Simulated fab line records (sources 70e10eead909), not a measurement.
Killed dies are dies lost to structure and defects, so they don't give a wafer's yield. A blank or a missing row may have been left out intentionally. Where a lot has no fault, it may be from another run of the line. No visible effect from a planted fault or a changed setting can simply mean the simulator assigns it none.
Chamber matching	flow nandHarc	NHARC_A_STAIRCASE_ETCH_313 on rieDiel-02: 4 sister chambers
The step etches the open film in CF4/CHF3. 8 wafers are shown with their chamber, then 10 later ones without.

WAFERS PAIRED WITH THEIR CHAMBERS
wafer	chamber	drypumpMotorCurrentA (A)	showerheadPlenumPTorr (Torr)
L083.3	0	5.3	1.59
L086.1	0	5.2	1.59
L086.3	3	6.3	1.65
L088.3	1	5.4	1.47
L088.5	2	5.8	1.50
L088.6	3	6.3	1.65
L087.1	1	5.4	1.47
L087.4	2	5.8	1.49

WAFERS WHOSE CHAMBER IS MISSING
wafer	drypumpMotorCurrentA (A)	showerheadPlenumPTorr (Torr)
L087.6	5.2	1.59
L093.1	6.3	1.65
L093.2	5.2	1.59
L093.6	5.4	1.47
L095.1	5.2	1.59
L095.2	5.4	1.47
L095.4	5.8	1.49
L096.2	5.2	1.59
L096.3	6.3	1.65
L096.4	5.4	1.47

EACH ONE'S CHAMBER
wafer	from the rows above	in truth
L087.6	0	0
L093.1	3	3
L093.2	0	0
L093.6	1	1
L095.1	0	0
L095.2	1	1
L095.4	2	2
L096.2	0	0
L096.3	3	3
L096.4	1	1
Correctly placed: 10 of 10. Left unplaced by these rows: 0. 0 placed wrongly.
How it was worked out, from the rows above alone: a wafer's distance from a chamber is the root of the sum, over the readings, of the square of ((its reading less the chamber's mean) divided by the reading's scatter). The wafer belongs to the nearest chamber; if the next one is less than 2 further off, it can't be placed. Each chamber's mean is taken over the wafers shown for it. The scatter is the square root of a quotient: the sum, over the shown wafers, of each reading's squared deviation from its chamber's mean, divided by wafers minus chambers.
